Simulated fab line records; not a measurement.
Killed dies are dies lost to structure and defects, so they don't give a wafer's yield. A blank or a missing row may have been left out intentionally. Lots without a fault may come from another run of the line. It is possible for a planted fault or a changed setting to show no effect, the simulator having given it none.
Matching of chambers ; flow nand harc ; NHARC_P_CONTACT_CMP_24 on cmp-02: 4 sister chambers
The step polishes, t overpolish 30 s, target thk 200 nm. 18 wafers are shown with their chamber, then 9 later ones without.

WAFERS PAIRED WITH THEIR CHAMBERS
wafer;chamber;motor current A (A);time to endpoint s (s);overpolish run s (s)
L079.1;1;12.0;36.3;30.011
L079.2;3;10.2;41.3;30.007
L079.5;2;13.0;35.0;29.987
L080.3;0;13.2;38.3;29.993
L080.5;0;12.8;42.7;29.988
L080.6;3;10.7;43.3;29.992
L081.1;3;10.4;40.6;29.997
L081.3;0;13.9;38.4;29.995
L081.6;0;13.1;35.5;29.991
L082.1;2;12.5;39.7;30.012
L082.3;0;13.7;42.7;30.004
L082.5;3;10.1;45.6;30.005
L090.2;1;12.8;38.5;30.007
L090.3;3;10.5;44.6;30.002
L090.6;1;12.3;38.2;30.000
L092.1;1;12.4;42.3;30.007
L092.5;2;14.0;42.8;30.010
L092.6;3;9.8;45.2;30.015

SIGNATURES (means of the wafers above)
reading;chamber 0;chamber 1;chamber 2;chamber 3;scatter within a chamber
motor current A;13.340;12.375;13.167;10.283;0.448
time to endpoint s;39.520;38.825;39.167;43.433;2.81
overpolish run s;29.99420;30.00625;30.00300;30.00300;0.0081
Rule: for a wafer and a chamber, the distance is found by dividing, reading by reading, the gap between the wafer's reading and the chamber's mean by the reading's scatter, squaring, summing and taking the root. If the next closest chamber is less than 2 further off than the closest, the wafer can't be placed; otherwise it belongs to the closest. How the scatter is found: for the shown wafers, subtract from each reading the mean of its chamber, square and add these, divide the total by (wafers less chambers), then take the root.

WAFERS WHOSE CHAMBER IS MISSING
wafer;motor current A (A);time to endpoint s (s);overpolish run s (s)
L096.1;10.6;45.5;30.006
L096.3;13.4;45.4;30.007
L096.4;12.4;37.9;29.999
L096.2;12.9;41.6;30.004
L096.5;13.1;41.8;30.004
L096.6;12.8;39.7;30.005
L097.2;14.2;42.9;29.988
L097.4;12.6;40.6;29.990
L097.5;12.5;42.6;30.012

EACH ONE'S CHAMBER
wafer;from the rows above;in truth
L096.1;3;3
L096.3;can't be placed: 2 or 0 or 1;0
L096.4;can't be placed: 1 or 2 or 0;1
L096.2;can't be placed: 2 or 1 or 0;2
L096.5;can't be placed: 2 or 0 or 1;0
L096.6;can't be placed: 2 or 1 or 0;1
L097.2;can't be placed: 0 or 2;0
L097.4;can't be placed: 0 or 2 or 1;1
L097.5;can't be placed: 1 or 2 or 0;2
1 of 9 placed correctly. These rows do not allow placing 8 (true chamber among the candidates in 8). Wrongly placed: 0.
